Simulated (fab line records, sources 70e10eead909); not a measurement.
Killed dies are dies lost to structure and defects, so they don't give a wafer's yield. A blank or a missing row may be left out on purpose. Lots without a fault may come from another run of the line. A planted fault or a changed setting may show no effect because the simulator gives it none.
fab line records | flow nand_harc
record lots=14 wafers=42 last_day=24
route steps=1159 shown A_STAIRCASE@594
lots that met no fault: from a run of the same line without faults
start_h: hours from the record's first day to the start of the lot's first wafer shown | wait_h: hours since the lot's step before | " the same as in the row above | L1.1+2: a row that stands for several wafers | - no value, or no start given | * or withheld: withheld | < > ~ a bound
route shown NAME@n: a module of which the file shows steps, and the number in the route of the first | usual: mean/standard deviation of fault-free wafers | same: alike in all rows | chamber/n: place in a boat | sites: the reading at each site | _std_site: their standard deviation | _edge_site: outer sites' mean less inner sites' | radius_mm: how far each site lies from the wafer's centre | mask NAME#n: copy n | behind: the tool/chamber that last shaped the wafer | hold: why the lot was held/for how many hours/how that ended | device: the transistor (n, p or np) that didn't switch | end of line: the same wafers' tests at the end of the route | a step without rows: its recipe alone | killed: dies lost to structure and defects at the first sort, not the wafer's yield | map: a wafer's dies, x killed, . not, _ none there
set.NAME: the setting as run; set.NAME@STEP: as run at that earlier step | model.NAME: the simulator's own value behind a step, which no gauge read
steps of the route over a sample of lots; a table a step, a row a wafer
services: from which hour (start_h, from the record's first day; less than 0 if before it) a tool's chamber was out of use, for how many hours, and why
## steps
# step NHARC_A_STAIRCASE_TRIM_200
# recipe time_s=211.2 o2_flow_sccm=500 ar_flow_sccm=0 bias_w=0 chemistry=O2
# usual drypump_motor_current_A=5.8/0.64 oes_product_au=0.998/0.014 rf_vpp_V=57.8/0.94 run_length_s=232.5/0.3 showerhead_plenum_p_Torr=3.51/0.19 throttle_valve_pct=17.036/0.0098
# columns lot.wafer tool chamber start_h wait_h drypump_motor_current_A oes_product_au rf_hours_counter_h rf_vpp_V run_length_s showerhead_plenum_p_Torr throttle_valve_pct
L970.3 rie_diel-11 2 - - 6.1 1.012 14 57.0 232.5 3.32 17.040
L970.1 " 3 " " 5.4 0.969 14 57.5 232.3 3.36 17.033
L970.2 " 0 " " 6.8 0.990 14 57.4 232.4 3.80 17.040
L973.3 rie_diel-11 1 - - 5.5 0.990 20 58.2 232.0 3.33 17.048
L973.4 " 0 " " 6.8 1.001 20 59.8 232.6 3.80 17.035
L973.6 " 2 " " 6.1 1.001 - 57.6 232.6 3.32 17.022
L974.2 rie_diel-03 2 - - 5.5 0.999 15 58.5 232.8 3.77 17.023
L974.3 " 3 " " 5.5 0.996 15 56.9 232.3 3.32 17.032
L974.6 " 1 " " 5.2 0.984 - 56.8 232.7 3.44 17.054
L975.2 rie_diel-11 0 - - 6.8 0.995 25 58.2 232.5 3.79 17.039
L975.4 " 1 " " 5.5 0.990 25 57.7 231.9 3.32 17.030
L975.6 " 0 " " 6.8 0.997 - 58.4 233.1 3.79 17.048
L976.4 rie_diel-11 2 - - 6.1 0.999 30 56.6 233.3 3.32 17.024
L976.1 " 0 " " 6.9 0.990 30 58.1 232.8 3.79 17.028
L976.6 " 2 " " 6.1 1.010 - 56.6 233.2 3.32 17.057
L977.1 rie_diel-02 2 - - 6.8 1.001 48 56.9 233.0 3.59 17.036
L977.4 " 0 " " 4.9 0.995 49 57.8 232.2 3.78 17.030
L977.5 " 2 " " 6.8 0.991 - 57.2 232.8 3.59 17.036
L978.1 rie_diel-11 0 - - 6.9 0.993 34 58.7 232.8 3.79 17.025
L978.4 " 2 " " 6.1 1.003 34 57.7 232.8 3.31 17.039
L978.5 " 1 " " 5.5 0.986 - 56.9 232.2 3.32 17.031
L980.3 rie_diel-03 3 - - 5.6 0.990 27 56.8 232.1 3.32 17.014
L980.1 " 0 " " 5.7 1.007 26 59.2 232.6 3.76 17.017
L980.6 " 3 " " 5.6 1.003 - 57.3 232.1 3.32 17.033
L979.1 rie_diel-02 3 - - 5.5 1.008 54 58.2 232.6 3.41 17.052
L979.3 " 0 " " 4.9 0.976 53 59.1 233.0 3.78 17.044
L979.6 " 1 " " 6.6 1.018 - 59.8 232.7 3.67 17.032
L982.1 rie_diel-03 0 - - 5.7 1.011 36 57.7 232.8 3.75 17.028
L982.2 " 1 " " 5.2 0.998 26 57.1 232.8 3.44 17.037
L982.3 " 3 " " 5.5 1.008 38 57.3 232.2 3.31 17.063
L988.3 rie_diel-11 1 - - 5.5 0.983 52 57.1 232.1 3.31 17.031
L988.2 " 3 " " 5.4 0.986 49 57.1 232.7 3.34 17.028
L988.1 " 0 " " 6.9 0.996 44 59.3 232.5 3.78 17.035
L987.2 rie_diel-02 0 - - 4.9 1.000 2 59.1 232.6 3.77 17.020
L987.4 " 1 " " 6.6 1.015 2 57.6 232.6 3.66 17.045
L987.6 " 0 " " 4.9 0.989 - 58.8 232.3 3.77 17.011
L990.4 rie_diel-11 3 - - 5.4 0.982 54 57.1 232.9 3.34 17.018
L990.6 " 1 " " 5.4 0.983 - 58.0 231.8 3.31 17.029
L990.5 " 2 " " 6.1 1.010 - 57.8 232.7 3.30 17.049
L991.1 rie_diel-02 2 - - 6.8 1.021 10 55.3 232.6 3.57 17.032
L991.2 " 3 " " 5.5 1.005 12 56.8 232.3 3.40 17.060
L991.5 " 2 " " 6.8 1.010 - 58.1 232.6 3.58 17.054
# step NHARC_A_STAIRCASE_ETCH_201
# recipe target_depth_a=1000 time_s=40.5 ion_energy_ev=400 c4f8_flow_sccm=20 o2_flow_sccm=10 ar_flow_sccm=withheld rf_w=600 bias_w=1000 chemistry=C4F8/O2
# usual oes_product_au=0.940/0.017 rf_vpp_V=895/6.7
# columns lot.wafer tool chamber start_h wait_h oes_product_au rf_hours_counter_h rf_vpp_V
L970.1 rie_diel-11 2 - - 0.962 14 888
L970.3 " 3 " " 0.932 14 890
L970.2 " 0 " " 0.947 14 906
L973.4 rie_diel-11 0 - - 0.957 20 904
L973.3 " 3 " " 0.931 21 889
L973.6 " 1 " " 0.929 - 887
L974.3 rie_diel-03 1 - - 0.941 14 892
L974.2 " 2 " " 0.951 15 904
L974.6 " 3 " " 0.952 - 887
L975.2 rie_diel-11 0 - - 0.924 25 907
L975.4 " 1 " " 0.922 26 889
L975.6 " 3 " " 0.910 - 889
L976.4 rie_diel-11 1 - - 0.924 31 887
L976.1 " 2 " " 0.954 30 889
L976.6 " 0 " " 0.931 - 905
L977.4 rie_diel-02 0 - - 0.940 49 905
L977.1 " 1 " " 0.953 48 900
L977.5 " 0 " " 0.926 - 904
L978.1 rie_diel-11 2 - - 0.939 34 888
L978.4 " 1 " " 0.918 35 889
L978.5 " 3 " " 0.908 - 890
L980.3 rie_diel-03 2 - - 0.948 27 905
L980.1 " 3 " " 0.952 27 889
L980.6 " 0 " " 0.943 - 904
L979.1 rie_diel-02 1 - - 0.958 52 899
L979.3 " 3 " " 0.971 54 893
L979.6 " 2 " " 0.959 - 898
L982.3 rie_diel-03 0 - - 0.948 36 903
L982.2 " 1 " " 0.943 26 892
L982.1 " 3 " " 0.931 38 888
L988.3 rie_diel-11 1 - - 0.924 52 889
L988.2 " 2 " " 0.939 48 888
L988.1 " 0 " " 0.941 44 903
L987.2 rie_diel-02 1 - - 0.969 2 900
L987.4 " 0 " " 0.935 2 906
L987.6 " 1 " " 0.951 - 899
L990.4 rie_diel-11 2 - - 0.931 53 887
L990.6 " 0 " " 0.930 - 906
L990.5 " 1 " " 0.916 - 886
L991.2 rie_diel-02 3 - - 0.942 12 891
L991.1 " 0 " " 0.955 12 905
L991.5 " 2 " " 0.970 - 897
# step NHARC_A_STAIRCASE_TRIM_224
# recipe time_s=211.2 o2_flow_sccm=500 ar_flow_sccm=0 bias_w=0 chemistry=O2
# usual drypump_motor_current_A=5.8/0.62 oes_product_au=1.001/0.013 rf_vpp_V=57.9/0.89 run_length_s=232.48/0.27 showerhead_plenum_p_Torr=3.57/0.18 throttle_valve_pct=17.036/0.0093
# columns lot.wafer tool chamber start_h wait_h drypump_motor_current_A oes_product_au rf_hours_counter_h rf_vpp_V run_length_s showerhead_plenum_p_Torr throttle_valve_pct
L970.1 rie_diel-03 1 237.89 - 5.2 0.990 7 57.4 232.72 3.45 17.036
L970.2 " 2 " " 5.5 1.010 8 59.3 232.87 3.77 17.024
L970.3 " 3 " " 5.6 0.991 7 58.3 232.08 3.33 17.036
L973.4 rie_diel-11 1 257.76 - 5.5 0.981 21 57.6 232.19 3.33 17.019
L973.3 " 3 " " 5.4 0.971 21 57.2 232.21 3.35 17.043
L973.6 " 1 " " 5.5 0.982 - 58.9 232.18 3.33 17.040
L974.3 rie_diel-03 0 268.97 - 5.7 1.002 15 57.3 232.86 3.76 17.031
L974.2 " 2 " " 5.5 1.006 16 58.3 232.89 3.77 17.034
L974.6 " 0 " " 5.7 1.011 - 59.0 232.68 3.76 17.040
L975.2 rie_diel-02 3 269.44 - 5.5 1.031 44 57.4 232.19 3.42 17.027
L975.4 " 0 " " 4.9 0.997 43 59.1 232.28 3.78 17.036
L975.6 " 0 " " 4.9 0.991 - 58.5 232.75 3.78 17.030
L977.4 rie_diel-02 1 289.05 - 6.6 0.998 50 56.7 232.51 3.67 17.047
L977.1 " 3 " " 5.5 1.011 51 56.3 232.29 3.42 17.045
L977.5 " 2 " " 6.8 0.990 - 56.7 232.67 3.59 17.037
L976.1 rie_diel-11 0 289.08 - 6.8 0.989 33 57.2 232.88 3.79 17.031
L976.4 " 3 " " 5.3 0.956 32 57.6 232.33 3.35 17.027
L976.6 " 1 " " 5.5 0.977 - 57.6 232.11 3.32 17.038
L978.1 rie_diel-03 3 293.24 - 5.6 1.010 28 56.9 232.43 3.31 17.052
L978.4 " 3 " " 5.6 1.017 - 57.8 232.09 3.31 17.047
L978.5 " 2 " " 5.5 1.011 - 58.2 232.66 3.76 17.037
L980.3 rie_diel-03 3 294.76 - 5.6 0.993 28 56.7 232.69 3.32 17.027
L980.1 " 0 " " 5.7 1.013 27 58.2 232.94 3.76 17.033
L980.6 " 3 " " 5.6 0.991 - 57.8 232.10 3.32 17.042
L979.3 rie_diel-02 2 298.80 - 6.7 1.008 55 57.4 232.70 3.59 17.043
L979.1 " 3 " " 5.5 1.007 55 58.3 232.36 3.41 17.030
L979.6 " 1 " " 6.6 1.006 - 58.0 232.28 3.67 17.027
L982.2 rie_diel-02 2 326.02 - 6.8 0.990 64 57.8 232.61 3.58 17.051
L982.1 " 3 " " 5.5 1.006 64 56.7 232.25 3.41 17.037
L982.3 " 0 " " 4.9 0.990 63 58.4 232.53 3.77 17.023
L988.3 rie_diel-02 2 340.08 - 6.8 1.006 1 57.6 160.97 3.58 17.025
L988.2 " 3 " " 5.5 0.992 1 58.1 160.96 3.41 17.046
L988.1 " 0 " " 4.9 0.991 1 57.9 160.84 3.77 17.026
L987.2 rie_diel-02 0 346.28 - 4.9 1.011 3 57.7 161.28 3.77 17.038
L987.4 " 2 " " 6.8 1.016 4 57.7 161.03 3.58 17.045
L987.6 " 3 " " 5.5 0.997 - 57.5 161.28 3.41 17.034
L990.4 rie_diel-03 0 352.24 - 5.7 1.011 49 57.6 232.78 3.74 17.038
L990.6 " 2 " " 5.5 1.028 - 58.9 232.87 3.75 17.019
L990.5 " 3 " " 5.5 0.994 - 56.6 232.32 3.30 17.046
L991.2 rie_diel-03 1 371.31 - 5.2 1.008 45 57.6 232.02 3.43 17.035
L991.1 " 0 " " 5.7 1.000 57 59.5 232.53 3.74 17.035
L991.5 " 2 " " 5.5 1.017 - 57.2 232.90 3.75 17.031
# step NHARC_A_STAIRCASE_ETCH_227
# recipe target_depth_a=1000 time_s=40.5 ion_energy_ev=400 c4f8_flow_sccm=20 o2_flow_sccm=10 ar_flow_sccm=withheld rf_w=600 bias_w=1000 chemistry=C4F8/O2
# usual oes_product_au=0.940/0.013 rf_vpp_V=897/6.8
# columns lot.wafer tool chamber start_h wait_h oes_product_au rf_hours_counter_h rf_vpp_V
L970.1 rie_diel-03 2 - - 0.945 8 905
L970.3 " 3 " " 0.948 8 889
L970.2 " 0 " " 0.944 7 905
L973.4 rie_diel-11 2 - - 0.950 22 888
L973.3 " 3 " " 0.916 22 889
L973.6 " 1 " " 0.924 - 888
L974.3 rie_diel-03 3 - - 0.940 16 889
L974.2 " 0 " " 0.951 15 905
L974.6 " 0 " " 0.963 - 902
L975.4 rie_diel-02 1 - - 0.969 42 902
L975.2 " 3 " " 0.962 44 891
L975.6 " 1 " " 0.958 - 901
L976.1 rie_diel-11 2 - - 0.960 34 888
L976.4 " 1 " " 0.922 35 888
L976.6 " 2 " " 0.955 - 889
L977.1 rie_diel-02 1 - - 0.945 50 902
L977.4 " 3 " " 0.942 51 893
L977.5 " 1 " " 0.944 - 901
L978.1 rie_diel-03 0 - - 0.944 26 903
L978.5 " 3 " " 0.947 - 888
L978.4 " 0 " " 0.950 - 904
L980.3 rie_diel-03 0 - - 0.955 27 905
L980.1 " 2 " " 0.952 28 904
L980.6 " 2 " " 0.940 - 906
L979.3 rie_diel-02 2 - - 0.949 55 898
L979.1 " 3 " " 0.958 55 892
L979.6 " 0 " " 0.930 - 905
L982.1 rie_diel-02 3 - - 0.940 65 891
L982.3 " 0 " " 0.929 64 905
L982.2 " 1 " " 0.946 62 901
L988.3 rie_diel-02 0 - - 0.943 1 904
L988.2 " 1 " " 0.963 2 901
L988.1 " 2 " " 0.981 2 899
L987.2 rie_diel-02 2 - - 0.963 4 897
L987.4 " 1 " " 0.971 3 900
L987.6 " 2 " " 0.967 - 898
L990.4 rie_diel-03 2 - - 0.971 38 905
L990.5 " 0 " " 0.954 - 903
L990.6 " 1 " " 0.943 - 891
L991.2 rie_diel-03 0 - - 0.931 57 902
L991.1 " 1 " " 0.916 45 892
L991.5 " 1 " " 0.926 - 892
## services
# columns tool chamber start_h hours kind
rie_diel-03 - 215.54 9.0 pm
rie_diel-02 0 233.35 - clean
rie_diel-02 1 233.35 - clean
rie_diel-02 2 233.35 - clean
rie_diel-02 3 233.35 - clean
rie_diel-02 3 238.15 6.9 repair
rie_diel-02 0 257.85 - clean
rie_diel-02 1 257.85 - clean
rie_diel-02 2 257.85 - clean
rie_diel-02 3 257.85 - clean
rie_diel-02 0 282.35 - clean
rie_diel-02 1 282.35 - clean
rie_diel-02 2 282.35 - clean
rie_diel-02 3 282.35 - clean
rie_diel-11 0 306.26 16.5 repair
rie_diel-02 0 306.92 - clean
rie_diel-02 1 306.92 - clean
rie_diel-02 2 306.92 - clean
rie_diel-02 3 306.92 - clean
rie_diel-11 1 308.35 5.1 repair
rie_diel-03 2 312.97 20.5 repair
rie_diel-02 - 327.80 9.0 pm
rie_diel-11 2 329.28 7.2 repair
rie_diel-11 - 368.22 9.0 pm
## key
first_sign step=NHARC_A_STAIRCASE_TRIM_224 reading=run_length_s direction=down sigmas=99+ usual=* struck=*
effect none on later readings
met_at NHARC_A_STAIRCASE_TRIM_224
struck_lots L987,L988
sort_left_out L987.2,L987.4,L987.6,L988.1,L988.2,L988.3
tester_left_out L987,L988
not_acting_at NHARC_A_STAIRCASE_TRIM_200,NHARC_A_STAIRCASE_ETCH_201,NHARC_A_STAIRCASE_ETCH_227
onset_between 326.02 340.08
fault kind=process_parameter_drift tool=rie_diel-02 chamber=- onset_h=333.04 steps=NHARC_A_STAIRCASE_TRIM_224 channel=time_s offset=* shape=step end_h=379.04 acts_in=* stated=*
# tester_left_out: of these lots the tester's yield and bins aren't shown, on N5 and GAA mostly nor the transistor test; their killed dies are dies lost to structure and defects alone, not to doping, threshold or leakage, so they don't give the yield
# sort_left_out: the simulated sort isn't trusted on such a fault, so these wafers' sort isn't shown, and their yield isn't known
